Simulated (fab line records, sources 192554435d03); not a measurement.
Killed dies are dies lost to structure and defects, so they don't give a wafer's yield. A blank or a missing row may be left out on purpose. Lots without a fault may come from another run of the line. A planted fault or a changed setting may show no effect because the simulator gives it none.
Chamber matching | flow n5_finfet | N5_BEOL_M4_ETCH_63 on rie_diel-06: 4 sister chambers
The step etches SiARC in CF4, target depth 15.6 nm, time 26 s. 4 wafers are shown with their chamber, then 9 later ones without.

WAFERS WITH THEIR CHAMBER
wafer  | chamber | showerhead_plenum_p_Torr (Torr)
L082.5 | 2       | 2.18
L082.6 | 1       | 2.15
L084.5 | 0       | 2.18
L084.6 | 3       | 2.04

WAFERS WITHOUT THEIR CHAMBER
wafer  | showerhead_plenum_p_Torr (Torr)
L086.2 | 2.04
L086.3 | 2.14
L086.5 | 2.18
L094.1 | 2.14
L094.2 | 2.03
L094.6 | 2.14
L095.2 | 2.17
L095.3 | 2.14
L095.6 | 2.17

WHICH CHAMBER EACH WENT THROUGH
wafer  | from the rows above          | in truth
L086.2 | 3                            | 3
L086.3 | 1                            | 1
L086.5 | can't be placed: 0 or 2      | 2
L094.1 | 1                            | 1
L094.2 | 3                            | 3
L094.6 | 1                            | 1
L095.2 | can't be placed: 0 or 2 or 1 | 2
L095.3 | 1                            | 1
L095.6 | can't be placed: 0 or 2 or 1 | 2
Placed correctly: 6 of 9. Can't be placed from these rows: 3 (the true chamber is among the candidates in 3). Placed wrongly: 0.
How it was worked out, from the rows above alone: a wafer's distance from a chamber is the root of the sum, over the readings, of the square of ((its reading less the chamber's mean) divided by the reading's scatter). The wafer belongs to the nearest chamber; if the next one is less than 2 further off, it can't be placed. A chamber's mean is the mean of its shown wafers. The scatter: with one shown wafer a chamber, the root of the mean of the squares of how far each hidden wafer lies from its nearest shown one.
